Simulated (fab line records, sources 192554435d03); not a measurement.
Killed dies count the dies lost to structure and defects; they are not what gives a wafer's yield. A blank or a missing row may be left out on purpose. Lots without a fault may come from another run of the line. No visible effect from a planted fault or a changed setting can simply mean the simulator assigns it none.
Which tool is to blame? || flow n5 finfet || at 1 step of a route of 1938, 12 lots with 36 wafers sampled

== WHAT THE GAUGES READ, wafer by wafer ==
N5_DUMMY_GATE_THK_MEAS_05.
{"lot": "L075", "measured": "day 3 00:26", "on": "film metro-01", "thk nm (nm)": "72.8 71.9 71.4"}
{"lot": "L077", "measured": "day 3 12:02", "on": "film metro-02", "thk nm (nm)": "70.7 71.3 70.6"}
{"lot": "L079", "measured": "day 3 23:35", "on": "film metro-02", "thk nm (nm)": "71.6 73.9 70.2"}
{"lot": "L081", "measured": "day 4 13:29", "on": "film metro-02", "thk nm (nm)": "72.7 69.9 70.7"}
{"lot": "L083", "measured": "day 5 00:53", "on": "film metro-02", "thk nm (nm)": "70.0 68.6 70.1"}
{"lot": "L085", "measured": "day 5 19:41", "on": "film metro-02", "thk nm (nm)": "71.2 71.4 72.2"}
{"lot": "L087", "measured": "day 6 01:01", "on": "film metro-02", "thk nm (nm)": "72.1 71.1 71.3"}
{"lot": "L089", "measured": "day 6 13:10", "on": "film metro-01", "thk nm (nm)": "71.9 69.5 69.7"}
{"lot": "L091", "measured": "day 7 02:31", "on": "film metro-02", "thk nm (nm)": "72.2 72.1 72.5"}
{"lot": "L093", "measured": "day 7 14:25", "on": "film metro-02", "thk nm (nm)": "71.0 71.0 70.6"}
{"lot": "L095", "measured": "day 8 00:49", "on": "film metro-02", "thk nm (nm)": "70.3 71.4 73.8"}
{"lot": "L097", "measured": "day 8 11:27", "on": "film metro-01", "thk nm (nm)": "73.1 70.0 71.2"}

== EACH LOT AND THE TOOL THAT RAN IT (in order: tool; ch and the chambers of the sampled wafers; start) ==
The record holds no process step before these readings.

== THE ANSWER, worked out from the rows above alone ==
Rule: the lots themselves supply what counts as usual. The widest of any qualifying gaps counts: lots, ordered by their means at a reading, are off when they make up no more than a third of the lots, leave a main group of 4 or more, and stand apart from it by 3 or more times the standard deviation of that group's means. Not used: any main group whose means are identical at the precision the tables above print for the reading. A lot without any number at a reading at which 4 lots or more have one is off too. The other lots that the step has rows for count as sound.
No lot is off on any of the readings shown, so nothing can be concluded from this.

== WHAT WAS PUT IN BY THE SIMULATOR ==
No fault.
